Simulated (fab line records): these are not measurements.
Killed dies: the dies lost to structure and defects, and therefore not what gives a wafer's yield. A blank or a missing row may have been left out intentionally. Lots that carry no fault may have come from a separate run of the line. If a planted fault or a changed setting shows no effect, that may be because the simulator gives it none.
fab line records ; flow nand-harc
record lots=6; wafers=18; last-day=31
route steps=1302 shown A_M0@1164 A_M1@1169
lots untouched by any fault: they come from a run of this same line in which no faults occurred
start-h: start of the lot's first displayed wafer, in hours after the record's first day ; wait-h: time in hours since the lot's previous step ; " the same as in the row above ; L1.1+2: a single row standing in for several wafers ; - no value, or no start given ; * or withheld: withheld ; < > ~ a bound
route shown NAME@n: a module of which the file shows steps, and the number in the route of the first ; usual: mean and standard deviation over wafers with no fault ; same: alike in all rows ; chamber/n: place in a boat ; sites: the reading at each site ; _std_site: standard deviation across them ; _edge_site: mean of outer sites minus mean of inner sites ; radius-mm: how far each site lies from the wafer's centre ; mask NAME#n: copy n ; behind: the most recent tool/chamber to have shaped the wafer ; hold: why the lot went on hold/how many hours it stayed there/how the hold came to an end ; device: names the non-switching transistor (n, p or np) ; end of line: the same wafers' tests at the end of the route ; where a step has no rows: the recipe by itself ; killed: not the wafer's yield, but the dies lost to structure and defects at the first sort ; map: the dies of a wafer, with x for killed, . for not killed, _ for no die there
set.NAME: the setting that was run; set.NAME@STEP: the one run at that earlier step ; model.NAME: the simulator's own value behind a step, which no gauge read
lots at some steps of the route; a table a step, a row a wafer
services: from which hour (start-h, from the record's first day; less than 0 if before it) a tool's chamber was out of use, for how many hours, and why
## steps
# step NHARC_A_M0_SRD_25
# step NHARC_A_M0_INSPECT_27
# usual raw-defect-count=539/130
lot.wafer;tool;chamber;start-h;wait-h;raw-defect-count
L362.2;defect-inspect-01;-;551.56;0.0;485
L362.4;defect-inspect-01;-;551.56;0.0;594
L362.6;defect-inspect-01;-;551.56;0.0;647
L367.1;defect-inspect-02;-;602.17;0.0;390
L367.2;defect-inspect-02;-;602.17;0.0;485
L367.6;defect-inspect-02;-;602.17;0.0;578
L372.1;defect-inspect-01;-;643.45;0.0;586
L372.3;defect-inspect-01;-;643.45;0.0;574
L372.6;defect-inspect-01;-;643.45;0.0;655
L373.1;defect-inspect-01;-;661.57;0.0;655
L373.3;defect-inspect-01;-;661.57;0.0;578
L373.4;defect-inspect-01;-;661.57;0.0;596
L382.1;defect-inspect-02;-;738.80;0.0;390
L382.4;defect-inspect-02;-;738.80;0.0;421
L382.6;defect-inspect-02;-;738.80;0.0;485
L381.1;defect-inspect-01;-;740.14;0.0;384
L381.2;defect-inspect-01;-;740.14;0.0;492
L381.4;defect-inspect-01;-;740.14;0.0;393
# step NHARC_A_M0_PRE_CLEAN_31
# recipe time-s=12; temp-c=370; rf-power-w=300; gas=NH3
# usual heater-power-w=635/110
# same time-s=12
lot.wafer;tool;chamber;start-h;wait-h;heater-power-w
L362.2;pecvd-04;1;551.65;0.1;478
L362.4;pecvd-04;2;551.65;0.1;687
L362.6;pecvd-04;1;551.65;0.1;470
L367.2;pecvd-03;2;602.24;0.1;690
L367.1;pecvd-03;1;602.24;0.1;569
L367.6;pecvd-03;1;602.24;0.1;579
L372.1;pecvd-03;1;643.53;0.1;533
L372.3;pecvd-03;2;643.53;0.1;718
L372.6;pecvd-03;0;643.53;0.1;755
L373.3;pecvd-03;2;661.64;0.1;711
L373.1;pecvd-03;1;661.64;0.1;607
L373.4;pecvd-03;2;661.64;0.1;726
L382.1;pecvd-01;0;738.89;0.1;796
L382.4;pecvd-01;0;738.89;0.1;807
L382.6;pecvd-01;0;738.89;0.1;787
L381.1;pecvd-04;1;740.41;0.3;416
L381.2;pecvd-04;2;740.41;0.3;580
L381.4;pecvd-04;0;740.41;0.3;569
# step NHARC_A_M0_DEP_32
# recipe target-thk-a=300; temp-c=370; target-thk-nm=30; pressure-torr=3; flow-sccm=200; rf-w=450; material=SiCN
# usual heater-power-w=592/110
lot.wafer;tool;chamber;start-h;wait-h;heater-power-w
L362.2;pecvd-04;1;551.79;0.1;353
L362.4;pecvd-04;2;551.79;0.1;623
L362.6;pecvd-04;1;551.79;0.1;350
L367.2;pecvd-03;2;602.32;0.1;675
L367.1;pecvd-03;1;602.32;0.1;561
L367.6;pecvd-03;1;602.32;0.1;555
L372.1;pecvd-03;1;643.64;0.1;550
L372.3;pecvd-03;2;643.64;0.1;715
L372.6;pecvd-03;0;643.64;0.1;613
L373.3;pecvd-03;2;661.72;0.1;650
L373.1;pecvd-03;1;661.72;0.1;539
L373.4;pecvd-03;2;661.72;0.1;655
L382.1;pecvd-01;0;739.05;0.1;675
L382.4;pecvd-01;0;739.05;0.1;669
L382.6;pecvd-01;0;739.05;0.1;674
L381.1;pecvd-04;1;740.49;0.1;349
L381.2;pecvd-04;2;740.49;0.1;612
L381.4;pecvd-04;0;740.49;0.1;569
# step NHARC_A_M1_DEP_00
# recipe target-thk-a=1825; target-thk-nm=182.5; temp-c=withheld; pressure-torr=5; flow-sccm=200; rf-w=600; material=SiOC
# step NHARC_A_M1_DEHYDRATE_01
# recipe temp-c=150; time-s=120
# step NHARC_A_M1_HMDS_02
# recipe time-s=30
# step NHARC_A_M1_COAT_34
# recipe temp-c=200; time-s=65
# step NHARC_A_M1_COAT_03
# recipe spin-rpm=1500; resist-thk-nm=90
# step NHARC_A_M1_SOFTBAKE_04
# recipe temp-c=105; time-s=55
# step NHARC_A_M1_EBR_05
# step NHARC_A_M1_EXPOSE_06
# recipe na=1.35; target-cd-nm=120; dose-mj=75.13; mask-id=A_M1
# usual exposure-dose-mJ-cm2=75.13/0.062; focus-offset-nm=0.0/0.52; reticle-temp-C=23.00/0.1
lot.wafer;tool;chamber;start-h;wait-h;mask;exposure-dose-mJ-cm2;focus-offset-nm;reticle-temp-C
L362.2;arfi-scanner-01;0;552.79;-;A_M1#0;75.17;-0.1;22.94
L362.4;arfi-scanner-01;0;552.79;-;A_M1#0;75.13;0.9;22.95
L362.6;arfi-scanner-01;0;552.79;-;A_M1#0;75.14;-0.3;22.99
L367.1;arfi-scanner-01;0;603.29;-;A_M1#0;75.12;0.4;22.80
L367.2;arfi-scanner-01;0;603.29;-;A_M1#0;75.07;0.0;22.83
L367.6;arfi-scanner-01;0;603.29;-;A_M1#0;75.04;-0.6;22.92
L372.1;arfi-scanner-02;0;644.69;-;A_M1#0;75.20;0.8;23.12
L372.3;arfi-scanner-02;0;644.69;-;A_M1#0;75.23;-0.4;23.12
L372.6;arfi-scanner-02;0;644.69;-;A_M1#0;75.29;0.7;23.15
L373.1;arfi-scanner-01;0;662.82;-;A_M1#0;75.10;-0.8;22.99
L373.3;arfi-scanner-01;0;662.82;-;A_M1#0;75.19;0.1;22.95
L373.4;arfi-scanner-01;0;662.82;-;A_M1#0;75.18;0.5;23.04
L382.1;arfi-scanner-02;-;740.09;-;A_M1#0;-;-;-
L382.4;arfi-scanner-02;-;740.09;-;A_M1#0;-;-;-
L382.6;arfi-scanner-02;-;740.09;-;A_M1#0;-;-;-
L381.1;arfi-scanner-01;-;741.58;-;A_M1#0;-;-;-
L381.2;arfi-scanner-01;-;741.58;-;A_M1#0;-;-;-
L381.4;arfi-scanner-01;-;741.58;-;A_M1#0;-;-;-
# step NHARC_A_M1_PEB_07
# recipe peb-temp-c=100; peb-time-s=65
## services
tool;chamber;start-h;hours;kind
arfi-scanner-01;-;529.05;4.4;repair
pecvd-03;-;547.00;13.0;pm
pecvd-03;0;547.00;13.0;vent-cycle
pecvd-03;1;547.00;13.0;vent-cycle
pecvd-03;2;547.00;13.0;vent-cycle
pecvd-03;0;560.00;-;clean
pecvd-03;1;560.00;-;clean
pecvd-03;2;560.00;-;clean
pecvd-01;-;562.76;1.0;repair
pecvd-01;-;591.97;1.1;repair
arfi-scanner-01;-;596.00;4.0;pm
arfi-scanner-02;-;600.21;5.4;repair
pecvd-04;-;631.45;13.0;pm
arfi-scanner-02;-;649.88;1.1;repair
pecvd-01;1;655.89;113.5;repair
arfi-scanner-02;-;656.00;4.0;pm
pecvd-01;-;673.26;13.0;pm
pecvd-03;1;708.17;8.9;repair
pecvd-04;-;711.98;4.5;repair
arfi-scanner-02;-;715.73;1.2;repair
arfi-scanner-01;-;719.50;11.6;repair
pecvd-03;-;724.76;0.4;repair
arfi-scanner-02;-;727.85;1.1;repair
pecvd-03;-;728.00;13.0;pm
## key
first-sign step=NHARC_A_M1_EXPOSE_06; reading=tool-record; direction=missing
effect none on later readings
met-at NHARC_A_M1_EXPOSE_06
struck-wafers L381.1,L381.2,L381.4,L382.1,L382.4,L382.6
later-rows-left-out L381.1,L381.2,L381.4,L382.1,L382.4,L382.6
sort-left-out L381.1,L381.2,L381.4,L382.1,L382.4,L382.6
onset-between 662.82 740.09
fault kind=skipped-step-whole; tool=arfi-scanner-01,arfi-scanner-02; chamber=-; onset-h=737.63; steps=NHARC_A_M1_EXPOSE_06; scope=struck-lots-only
# sort-left-out: the simulated sort isn't trusted on such a fault, so these wafers' sort isn't shown, and their yield isn't known
# later-rows-left-out: the simulator's readings of these wafers behind a module that went badly wrong aren't trusted and aren't shown, but for the sort
